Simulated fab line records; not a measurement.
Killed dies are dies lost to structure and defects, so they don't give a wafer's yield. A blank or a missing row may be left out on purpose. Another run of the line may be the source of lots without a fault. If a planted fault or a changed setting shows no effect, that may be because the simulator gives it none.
A lot that was struck, set against a sound lot	flow n5_finfet	44 steps out of a route of 1938
Sound: wafers L117.1, L117.3, L117.5. Struck: wafer L125.6; the same lot's L125.4 was not struck, so it is left out; see the end for the cause.
Order at every step that has rows: each side's tool, ch and its chambers, its first start. Under that, the readings that differ: sound wafers	struck wafers	difference of the means	sigmas: that difference in standard deviations of wafers without a fault.
alike: same words and numbers on both sides, and readings whose means sit less than 2 such deviations apart. not compared: any withheld reading, any reading some wafer has no value for, any bound like >300 that may hide the same value, and any number with overlapping values for which the record gives no deviation.
A row with sigmas, a row that says differs or no value, or rows on one side alone: a step with any of these is where the two part. When numbers do not overlap yet have no deviation, they are printed without sigmas and do not part them. Lack of a reading on every wafer of one side parts them only where that side has two or more wafers.

first, 11 steps without rows for these wafers: N5_BEOL_M4_DESCUM_33 (chemistry O2, time 7 s); N5_BEOL_M4_ETCH_77 (etches underlayer in N2/H2, target depth 6.5 nm, time 5.2 s); N5_BEOL_M4_ETCH_69 (etches SiARC in CF4, target depth 15.6 nm, time 26 s); N5_BEOL_M4_ALD_98 (deposits SiO2, target thk 2.5 nm, pulse time 1 s, co reactant pulse time 1 s); N5_BEOL_M4_ETCHBACK_99 (etches SiO2 in CHF3, target depth 5 nm, time 10.4 s); N5_BEOL_M4_ETCH_70 (etches SOC in N2/H2, target depth 80 nm, overetch 24 nm, time 130 s); N5_BEOL_M4_STRIP_71 (strips in N2/H2); N5_BEOL_M4_STRIP_78 (strips in N2/H2); N5_BEOL_M4_VIA_ETCH_34 (etches the open film in C4F6/O2, target depth 69.4 nm, time 65.9 s); N5_BEOL_M4_STRIP_83 (strips in C4F6/O2); N5_BEOL_M4_STRIP_36 (strips in N2/H2).
N5_BEOL_M4_TRENCH_ETCH_37: etches SiOC in C4F6/O2, target depth 55.555 nm, time 29.2 s.
  sound on rie_diel-03 ch 2,3, day 8 23:38; struck on rie_diel-03 ch 2, day 11 03:05
reading	sound	struck	difference	sigmas
model.etch.depth_nm (nm)	56.67 56.8 56.09	81.9	+25.4	
model.BEOL_M4.feature_depth_nm (nm)	56.6 56.8 56	81.8	+25.3	
model.TiN_of_BEOL_M4_HM_DEP_02.thk_nm (nm)	17.6 17.4 17.4	16.4	-1.1	
  alike: drypump_motor_current_A, oes_product_au, rf_vpp_V, showerhead_plenum_p_Torr, throttle_valve_pct
  not compared: rf_hours_counter_h
then, 2 steps without rows for these wafers: N5_BEOL_M4_ETCH_41 (etches SiCN in CH3F/O2, target depth 29.9 nm, time 52.5 s); N5_BEOL_M4_STRIP_97 (strips in N2/H2, time 10 s).
N5_BEOL_M4_OCD_MEAS_38:
  sound on ocd-02 at day 8 23:47; struck on ocd-01 at day 11 03:14
reading	sound	struck	difference	sigmas
trench_depth_nm (nm)	56.5 56.8 56.0	82.0	+25.6	+23
then, 25 steps without rows for these wafers: N5_BEOL_M4_HM_STRIP_39 (strips TiN in peroxide tin strip, target depth 25 nm, time 158 s); N5_BEOL_M4_SRD_40 (time 30 s); N5_BEOL_M4_PRECLEAN_42 (cleans in residue remover, time 60 s); N5_BEOL_M4_SRD_43 (time 30 s); N5_BEOL_M4_DEGAS_44 (time 60 s); N5_BEOL_M4_PRE_CLEAN_45 (time 30 s); N5_BEOL_M4_ALD_84 (deposits TaN, pulse time 2 s, purge time 3 s, co reactant purge time 2 s); N5_BEOL_M4_SURFACE_TREAT_85; N5_BEOL_M4_CVD_47 (deposits Co from CCTBA/H2, target thk 3 nm, time 223.8 s); N5_BEOL_M4_SPUTTER_48 (material Cu, target thk 4.5 nm, time 8.29 s); N5_BEOL_M4_ANNEAL_49 (time 240 s); N5_BEOL_M4_SPUTTER_79 (material Cu, target thk 4.5 nm, time 8.29 s); N5_BEOL_M4_ANNEAL_80 (time 240 s); N5_BEOL_M4_SPUTTER_81 (material Cu, target thk 4.5 nm, time 8.29 s); N5_BEOL_M4_ANNEAL_82 (time 240 s); N5_BEOL_M4_SPUTTER_86 (material Cu, target thk 4.5 nm, time 8.29 s); N5_BEOL_M4_ANNEAL_87 (time 240 s); N5_BEOL_M4_SPUTTER_88 (material Cu, target thk 4.5 nm, time 8.29 s); N5_BEOL_M4_ANNEAL_89 (time 240 s); N5_BEOL_M4_SPUTTER_90 (material Cu, target thk 4.5 nm, time 8.29 s); N5_BEOL_M4_ANNEAL_91 (time 240 s); N5_BEOL_M4_SPUTTER_92 (material Cu, target thk 4.5 nm, time 8.29 s); N5_BEOL_M4_ANNEAL_93 (time 240 s); N5_BEOL_M4_SPUTTER_94 (material Cu, target thk 4.5 nm, time 8.29 s); N5_BEOL_M4_ANNEAL_95 (time 240 s).
N5_BEOL_M4_CMP_52: polishes, stops on SiOC, t overpolish 6.8 s, target thk 40 nm.
  sound on cmp-03 ch 1,2,3, day 9 03:40; struck on cmp-01 ch 3, day 11 06:38
reading	sound	struck	difference	sigmas
motor_current_A (A)	5.5 6.0 5.4	7.3	+1.7	+3
model.Cu_of_BEOL_M4_ECD_50.thk_nm (nm)	41.4 40.4 42.8	67	+25	
  alike: edge_zone_pressure_frac
  not compared: pad_life_wafers
N5_BEOL_M4_THK_MEAS_53: measures by xrf.
  sound on film_metro-02 at day 9 03:56; struck on film_metro-02 at day 11 06:49
reading	sound	struck	difference	sigmas
M4_THK (nm)	41.2 39.9 42.5	66.8	+25.6	+17
N5_BEOL_M4_RS_MEAS_58: a four-point-probe measurement.
  sound on film_metro-02 at day 9 04:22; struck on film_metro-01 at day 11 07:05
reading	sound	struck	difference	sigmas
M4_RS (ohm/sq)	0.64 0.66 0.61	0.35	-0.29	-8
N5_BEOL_M4_RC_MEAS_101:
  sound on prober-01 ch 0, day 9 04:25; struck on prober-02 ch 0, day 11 07:36
reading	sound	struck	difference	sigmas
IOFF_N (nA/um)	0.136 0.117 0.133	0.192	+0.063	+2
IOFF_P (nA/um)	0.18 0.16 0.18	0.27	+0.10	+3
SERP_M4 (ohm/um)	197 205 189	110	-87	-6
SERP_M4_max_site (ohm/um)	207 215 195	116	-90	-5
SS_N (mV/dec)	71.2 70.6 71.0	72.4	+1.5	+2
  alike: DIBL_N, DIBL_P, ION_N, ION_P, SS_P, VT_N, VT_P

## WHERE THEY PART
First at N5_BEOL_M4_OCD_MEAS_38; last, within this record, at N5_BEOL_M4_RC_MEAS_101.

WHY: the cause the simulator had injected
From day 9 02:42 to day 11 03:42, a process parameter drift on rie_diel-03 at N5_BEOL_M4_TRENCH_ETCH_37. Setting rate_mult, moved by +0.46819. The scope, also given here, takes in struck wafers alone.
